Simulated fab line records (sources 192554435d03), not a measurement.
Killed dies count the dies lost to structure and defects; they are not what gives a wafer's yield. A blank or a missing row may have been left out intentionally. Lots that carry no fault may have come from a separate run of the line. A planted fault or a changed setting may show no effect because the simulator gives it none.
2 desks, one fault    flow n5 finfet    only its own numbers are on each desk; what lay behind them is given at the end

AT THE METROLOGY DESK
Lot by lot, what the gauges showed, no matter which tool ran the lot: averages of those sampled wafers that carry a number. If a lot's mean is further than 4 standard deviations from the usual mean, the lot is out of limits and carries the mark OUT (the distance appears in the brackets). It has 11 readings, of which 7 appear: the earliest out of limits, and the ones furthest out on some lot.
Columns: A = trench depth nm at N5_BEOL_M1_OCD_MEAS_38, usual 55.1 nm; B = DIBL_P at N5_BEOL_M4_RC_MEAS_101, usual 36.2 mV/V; C = IOFF_N at N5_BEOL_M4_RC_MEAS_101, usual 0.16 nA/um; D = IOFF_P at N5_BEOL_M4_RC_MEAS_101, usual 0.21 nA/um; E = ION_N at N5_BEOL_M4_RC_MEAS_101, usual 673 uA/um; F = VT_N at N5_BEOL_M4_RC_MEAS_101, usual 250 mV; G = VT_P at N5_BEOL_M4_RC_MEAS_101, usual -251 mV
lot   first seen here  A                B     C     D     E    F    G
L749  day 6 18:59      54.2             40.2  0.25  0.31  699  241  -244
L753  day 8 02:03      55.1             37.4  0.18  0.24  683  248  -248
L755  day 9 06:44      55.0             38.4  0.18  0.24  685  248  -247
L756  day 9 11:28      55.2             36.9  0.17  0.22  671  250  -251
L765  day 11 03:19     49.6 (-5.6) OUT  34.8  0.15  0.20  671  248  -252
L767  day 11 23:28     52.3             35.4  0.14  0.22  672  250  -249
L768  day 12 04:19     55.7             35.9  0.15  0.21  671  251  -251
L769  day 12 04:35     55.9             35.8  0.14  0.16  668  253  -258
This desk's finding: out of limits on L765; first on L765, day 11 03:19 (trench depth nm at N5_BEOL_M1_OCD_MEAS_38). L749, L753, L755, L756, L767, L768, L769: within limits.

AT THE TOOL OWNER'S DESK: pvd sputter-02
The tool's own readings at N5_BEOL_M1_HM_DEP_02 (deposits TiN, target thk 20 nm): means of the sampled wafers that have a number, for each lot that ran on this tool. If a lot's mean is further than 4 standard deviations from the usual mean, the lot is out of limits and carries the mark OUT (the distance appears in the brackets).
Columns: A = chamber pressure pa at N5_BEOL_M1_HM_DEP_02, usual 0.5000 Pa; B = throttle valve pct at N5_BEOL_M1_HM_DEP_02, usual 30.3 %
lot   first seen here  A       B
L753  day 7 23:14      0.4997  29.6
L755  day 8 13:52      0.4992  29.7
L756  day 8 16:23      0.5002  31.1
L765  day 10 20:55     0.4999  30.2
L767  day 11 03:28     0.4999  29.8
Result from this desk: across the 5 lots, nothing is out of limits.

ALL TOGETHER
On L765, the metrology desk was in a position to raise an alarm at day 11 03:19.
Nothing out of limits was seen by the tool owner's desk.
On record at the tool owner's desk: L765, within its limits.
All the named lots went through N5_BEOL_M1_HM_DEP_02 on pvd sputter-02.

WHAT THE SIMULATOR HAD PUT IN
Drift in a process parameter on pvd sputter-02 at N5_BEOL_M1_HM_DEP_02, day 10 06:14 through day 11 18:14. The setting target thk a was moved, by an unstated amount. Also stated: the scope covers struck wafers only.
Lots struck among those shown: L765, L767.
Delay in hours, fault start to first out-of-limits reading, per desk: metrology desk 21.
